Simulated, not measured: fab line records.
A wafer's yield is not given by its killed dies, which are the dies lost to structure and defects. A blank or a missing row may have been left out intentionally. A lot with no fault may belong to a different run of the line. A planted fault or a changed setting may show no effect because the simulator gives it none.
Chamber matching    flow n5Finfet    rieDiel-05 running N5_BEOL_M14_STRIP_37: 4 sister chambers
The step strips in O2. 8 wafers are shown with their chamber, then 11 later ones without.

## WAFERS, EACH WITH ITS CHAMBER
wafer   chamber  drypumpMotorCurrentA (A)  showerheadPlenumPTorr (Torr)
L085.4  0        5.1                       2.07
L084.1  2        5.1                       1.98
L086.3  3        5.7                       2.06
L086.4  1        6.0                       2.05
L086.5  0        5.1                       2.06
L091.1  1        6.0                       2.05
L091.4  2        5.1                       1.98
L091.6  3        5.8                       2.06

## WAFERS WITHOUT THEIR CHAMBER
wafer   drypumpMotorCurrentA (A)  showerheadPlenumPTorr (Torr)
L089.2  6.0                       2.04
L089.3  5.1                       1.98
L089.6  5.1                       2.06
L092.3  5.1                       2.06
L092.4  6.0                       2.04
L092.6  5.2                       1.98
L095.2  5.7                       2.05
L095.5  6.0                       2.04
L095.6  5.1                       2.06
L097.1  5.1                       2.05
L097.2  6.0                       2.04

## CHAMBER TAKEN BY EACH
wafer   from the rows above  in truth
L089.2  1                    1
L089.3  2                    2
L089.6  0                    0
L092.3  0                    0
L092.4  1                    1
L092.6  2                    2
L095.2  3                    3
L095.5  1                    1
L095.6  0                    0
L097.1  0                    0
L097.2  1                    1
Correct placement for 11 of the 11. From these rows, 0 cannot be placed. Number placed wrongly: 0.
How it was worked out, from the rows above alone: a wafer's distance from a chamber is the root of the sum, over the readings, of the square of ((its reading less the chamber's mean) divided by the reading's scatter). If the next closest chamber is less than 2 further off than the closest, the wafer can't be placed; otherwise it belongs to the closest. For every chamber, the mean is computed from those of its wafers that are shown. How the scatter is found: for the shown wafers, subtract from each reading the mean of its chamber, square and add these, divide the total by (wafers less chambers), then take the root.
